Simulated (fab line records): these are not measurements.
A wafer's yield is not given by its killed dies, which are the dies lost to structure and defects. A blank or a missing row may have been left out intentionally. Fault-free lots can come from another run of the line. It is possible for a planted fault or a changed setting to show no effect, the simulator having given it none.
Split-lot study	flow n5-finfet	on a route of 1938 steps: 7 lots, 21 wafers read

## THE SPLIT ITSELF
At N5_HKMG_FIN_DEVELOP_48 (develop time 30 s), the setting develop-time-s was moved away from the recipe's 30 s on 7 of the 21 wafers read, by -21.7% to +20.4%. This setting was run at the recipe's value on the other wafers.

## FROM THE SPLIT TO THE READING: what the file shows between them, 2 steps
- N5_HKMG_FIN_DESCUM_53: chemistry O2, time 7.9 s
- N5_HKMG_FIN_ETCH_54: etches SiARC in CF4, target depth 45.5 nm, time 75.8 s

## THE READING
HKMG_FIN.cd-offset-nm (the simulator's own value, which no gauge read), in nm, at N5_HKMG_FIN_ETCH_55 (etches SOC in N2/H2, target depth 240 nm, time 300 s). The file does not state a usual value for it. The 14 wafers here that ran the recipe average -0.1 nm, standard deviation 0.54 nm.

wafer	tool, chamber at the split	develop-time-s as run, s	against the recipe	HKMG_FIN.cd-offset-nm, nm	against lot-mates on the recipe
L074.1	litho-track-05, 0	32.21	+7.4%	0.8	-0.2
L074.5	litho-track-05, 0	30	recipe	1	-
L074.6	litho-track-05, 0	32.21	+7.4%	0.4	-0.6
L076.4	litho-track-02, 0	30	recipe	-0.4	-
L076.5	litho-track-02, 0	36.13	+20.4%	0.8	+1.5
L076.6	litho-track-02, 0	30	recipe	-1	-
L081.3	litho-track-01, 0	30	recipe	0.2	-
L081.6	litho-track-01, 0	30	recipe	0.2	-
L081.5	litho-track-01, 0	30	recipe	0.4	-
L086.1	litho-track-02, 0	30	recipe	-0.6	-
L086.3	litho-track-02, 0	30	recipe	-0.6	-
L086.6	litho-track-02, 0	27.34	-8.9%	-1.2	-0.6
L089.1	litho-track-02, 0	30	recipe	0	-
L089.2	litho-track-02, 0	30	recipe	0	-
L089.4	litho-track-02, 0	30	recipe	0.2	-
L090.1	litho-track-05, 0	23.48	-21.7%	-2	-1.3
L090.3	litho-track-05, 0	30	recipe	-0.4	-
L090.5	litho-track-05, 0	30	recipe	-1	-
L091.2	litho-track-02, 0	36.13	+20.4%	1	+1.0
L091.4	litho-track-02, 0	36.13	+20.4%	0.8	+0.8
L091.5	litho-track-02, 0	30	recipe	0	-

THE FIT
A straight line over all 21 wafers: HKMG_FIN.cd-offset-nm changes by +0.0657 nm for each +1% of develop-time-s; r = +0.78; the points scatter about the line by 0.51 nm.
The same after taking each lot's own level away (the mean of its wafers on the recipe; 21 wafers): +0.0517 nm for each +1%; r = +0.85; scatter 0.31 nm.
According to that fit, moving develop-time-s by its largest amount changes the reading by 1.1 nm.
Measured against the standard deviation above, the lots' own levels, which go from -0.70 to 1.00 nm, span 3.2 times it.
So the lot-to-lot level blurs the effect unless lot-mates are compared.
Check: for one of the wafers moved furthest among these (-21.7%), held out of the fit, the line's prediction against its lot-mates is -1.15 nm. It came out at -1.3 nm against them.

## THE OTHER SPLITS THESE WAFERS WENT THROUGH
Before the reading, these wafers also passed through other splits. Each is held against what the fit with the lots' levels taken away leaves over:
other split on the same wafers	wafers away from the commonest value	r with HKMG_FIN.cd-offset-nm (lot level and that fit taken away)
N5_SD_ACTIVATION_LSA_01 temp-c	8	-0.12
N5_SDB_COAT_03 spin-rpm	5	+0.10
N5_SDB_COAT_05 spin-rpm	2	+0.04
N5_HKMG_FIN_COAT_43 spin-rpm	4	-0.09

## THE WHOLE CHAIN: every reading that the file lists as answering this split, in the file's order
step	what it does	reading	change (the file's fit)	r (the file's)
N5_HKMG_FIN_ETCH_54	etches SiARC in CF4, target depth 45.5 nm, time 75.8 s	HKMG_FIN.cd-offset-nm (the simulator's own value, which no gauge read)	+0.0586 nm for each +1% of the setting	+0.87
N5_HKMG_FIN_ETCH_55	etches SOC in N2/H2, target depth 240 nm, time 300 s	HKMG_FIN.cd-offset-nm (the simulator's own value, which no gauge read)	+0.0553 nm for each +1% of the setting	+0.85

## FILE'S OWN FIT
HKMG_FIN.cd-offset-nm changes by +0.0553 nm for each +1% of develop-time-s, r = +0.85.
